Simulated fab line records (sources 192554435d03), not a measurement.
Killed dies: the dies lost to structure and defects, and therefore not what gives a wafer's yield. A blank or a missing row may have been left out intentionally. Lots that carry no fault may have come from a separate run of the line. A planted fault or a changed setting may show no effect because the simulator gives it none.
Chamber matching	flow n5 finfet	rie diel-05 running N5_BEOL_M8_ETCH_62: 4 sister chambers
The step etches SOC in N2/H2, target depth 110 nm, overetch 22 nm, time 165 s. 16 wafers are shown with their chamber, then 8 later ones without.

## WAFERS, EACH WITH ITS CHAMBER
wafer	chamber	throttle valve pct (%)	oes product au (a.u.)	rf vpp V (V)
L075.2	3	17.83	0.59	520.0
L075.3	1	17.57	0.60	522.7
L075.5	3	17.83	0.59	520.7
L081.2	1	17.60	0.59	522.4
L081.5	1	17.60	0.59	522.8
L081.6	0	17.68	0.82	525.6
L082.1	0	17.69	0.80	526.4
L082.5	1	17.59	0.58	523.9
L082.6	3	17.48	0.82	527.8
L083.1	1	17.62	0.58	521.6
L083.3	3	17.48	0.80	528.2
L083.4	0	17.68	0.79	525.3
L088.1	0	17.73	0.78	525.8
L088.3	2	18.17	0.59	525.0
L088.6	0	17.74	0.77	524.3
L091.1	0	17.74	0.76	525.2

SIGNATURES, as means of the wafers listed above
reading	chamber 0	chamber 1	chamber 2	chamber 3	scatter within a chamber
throttle valve pct	17.7100	17.5960	18.1700	17.6550	0.103
oes product au	0.7867	0.5880	0.5900	0.7000	0.0653
rf vpp V	525.433	522.680	525.000	524.175	2.31
Rule: a wafer lies at a distance from a chamber equal to the root of the sum of squares, over the readings, of (its reading less the chamber's mean, divided by the reading's scatter). If the next closest chamber is less than 2 further off than the closest, the wafer can't be placed; otherwise it belongs to the closest. How the scatter is found: for the shown wafers, subtract from each reading the mean of its chamber, square and add these, divide the total by (wafers less chambers), then take the root.

## WAFERS WHOSE CHAMBER IS MISSING
wafer	throttle valve pct (%)	oes product au (a.u.)	rf vpp V (V)
L091.5	17.73	0.76	526.7
L091.6	18.17	0.58	526.5
L093.2	17.15	0.81	522.4
L093.4	17.52	0.76	528.0
L093.5	17.17	0.82	522.1
L095.1	17.55	0.75	529.0
L095.4	17.75	0.75	525.9
L095.5	17.75	0.75	524.2

## CHAMBER TAKEN BY EACH
wafer	from the rows above	in truth
L091.5	can't be placed: 0 or 3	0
L091.6	2	2
L093.2	can't be placed: 3 or 1 or 0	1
L093.4	can't be placed: 0 or 3 or 1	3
L093.5	can't be placed: 3 or 0 or 1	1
L095.1	can't be placed: 0 or 3 or 1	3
L095.4	can't be placed: 0 or 3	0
L095.5	can't be placed: 0 or 3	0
Correct placement for 1 of the 8. Unplaceable from these rows: 7, with the true chamber sitting among the candidates in 7. Number placed wrongly: 0.
